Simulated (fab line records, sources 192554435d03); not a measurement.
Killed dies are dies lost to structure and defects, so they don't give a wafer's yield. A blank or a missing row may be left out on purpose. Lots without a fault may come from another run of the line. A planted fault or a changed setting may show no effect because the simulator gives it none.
Split-lot experiment | flow n5_finfet | 7 lots, 21 wafers read, on a route of 1938 steps

THE SPLIT
At N5_HKMG_FIN_COAT_43 (resist thk 90 nm), the setting spin_rpm was moved away from the recipe's 1500 rpm on 5 of the 21 wafers read, by -10.9% to +5.6%. The other wafers ran this setting at the recipe's value.

FROM THE SPLIT TO THE READING: what the file shows between them, 4 steps
- N5_HKMG_FIN_EBR_45
- N5_HKMG_FIN_SOFTBAKE_44: time 60 s
- N5_HKMG_FIN_EXPOSE_46: exposes mask NDIPOLE
- N5_HKMG_FIN_PEB_47: peb time 60 s

THE READING
CAR-ArF_of_HKMG_FIN_COAT_43.thk_nm (the simulator's own value, which no gauge read), in nm, at N5_HKMG_FIN_DEVELOP_48 (develop time 30 s). The file gives no usual value for it. The 16 wafers here that ran the recipe average 88.4 nm, standard deviation 0.35 nm.

wafer  | tool, chamber at the split | spin_rpm as run, rpm | against the recipe | CAR-ArF_of_HKMG_FIN_COAT_43.thk_nm, nm | against lot-mates on the recipe
L077.3 | litho_track-05, 0          | 1500                 | recipe             | 88.8                                   | -
L077.5 | litho_track-05, 0          | 1500                 | recipe             | 88.8                                   | -
L077.6 | litho_track-05, 0          | 1500                 | recipe             | 88.8                                   | -
L078.1 | litho_track-01, 0          | 1500                 | recipe             | 88.2                                   | -
L078.2 | litho_track-01, 0          | 1500                 | recipe             | 88.6                                   | -
L078.6 | litho_track-01, 0          | 1500                 | recipe             | 88.6                                   | -
L082.3 | litho_track-02, 0          | 1500                 | recipe             | 88.2                                   | -
L082.4 | litho_track-02, 0          | 1500                 | recipe             | 88.2                                   | -
L082.5 | litho_track-02, 0          | 1500                 | recipe             | 88.4                                   | -
L090.1 | litho_track-05, 0          | 1500                 | recipe             | 88.8                                   | -
L090.3 | litho_track-05, 0          | 1584                 | +5.6%              | 86.4                                   | -2.3
L090.6 | litho_track-05, 0          | 1500                 | recipe             | 88.6                                   | -
L092.1 | litho_track-01, 0          | 1500                 | recipe             | 88                                     | -
L092.2 | litho_track-01, 0          | 1500                 | recipe             | 87.8                                   | -
L092.6 | litho_track-01, 0          | 1500                 | recipe             | 87.8                                   | -
L094.3 | litho_track-02, 0          | 1500                 | recipe             | 88.4                                   | -
L094.4 | litho_track-02, 0          | 1382                 | -7.9%              | 92.2                                   | +3.8
L094.6 | litho_track-02, 0          | 1382                 | -7.9%              | 92                                     | +3.6
L095.3 | litho_track-02, 0          | 1337                 | -10.9%             | 93.8                                   | +5.0
L095.5 | litho_track-02, 0          | 1500                 | recipe             | 88.8                                   | -
L095.6 | litho_track-02, 0          | 1337                 | -10.9%             | 94                                     | +5.2

THE FIT
A straight line over all 21 wafers: CAR-ArF_of_HKMG_FIN_COAT_43.thk_nm changes by -0.477 nm for each +1% of spin_rpm; r = -0.98; the points scatter about the line by 0.36 nm.
The same after taking each lot's own level away (the mean of its wafers on the recipe; 21 wafers): -0.463 nm for each +1%; r = -1.00; scatter 0.13 nm.
On that fit, the largest move of spin_rpm shifts the reading by 5 nm.
The lots' own levels span 87.87 to 88.80 nm, that is 2.7 times the standard deviation above.
So the lot-to-lot level changes the slope little: the two slopes agree.
Check: with one of the wafers moved furthest among these (-10.9%) left out of the fit, the line predicts +5.08 nm for it against its lot-mates. It came out at +5 nm against them.

OTHER SPLITS ON THESE WAFERS
These wafers also went through other splits before the reading. Each is held against what the fit with the lots' levels taken away leaves over:
other split on the same wafers       | wafers away from the commonest value | r with CAR-ArF_of_HKMG_FIN_COAT_43.thk_nm (lot level and that fit taken away)
N5_SD_EPI_P_EPI_21 epi_growth_time_s | 6                                    | +0.05
N5_HKMG_FIN_HK_ALD_01 ald_cycles     | 7                                    | +0.23

THE WHOLE CHAIN: every reading that the file lists as answering this split, in the file's order
step                   | what it does      | reading                                                                             | change (the file's fit)               | r (the file's)
N5_HKMG_FIN_COAT_43    | resist thk 90 nm  | CAR-ArF_of_HKMG_FIN_COAT_43.thk_nm (the simulator's own value, which no gauge read) | -0.465 nm for each +1% of the setting | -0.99
N5_HKMG_FIN_DEVELOP_48 | develop time 30 s | CAR-ArF_of_HKMG_FIN_COAT_43.thk_nm (the simulator's own value, which no gauge read) | -0.461 nm for each +1% of the setting | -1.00

THE FILE'S OWN FIT
CAR-ArF_of_HKMG_FIN_COAT_43.thk_nm changes by -0.461 nm for each +1% of spin_rpm, r = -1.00.
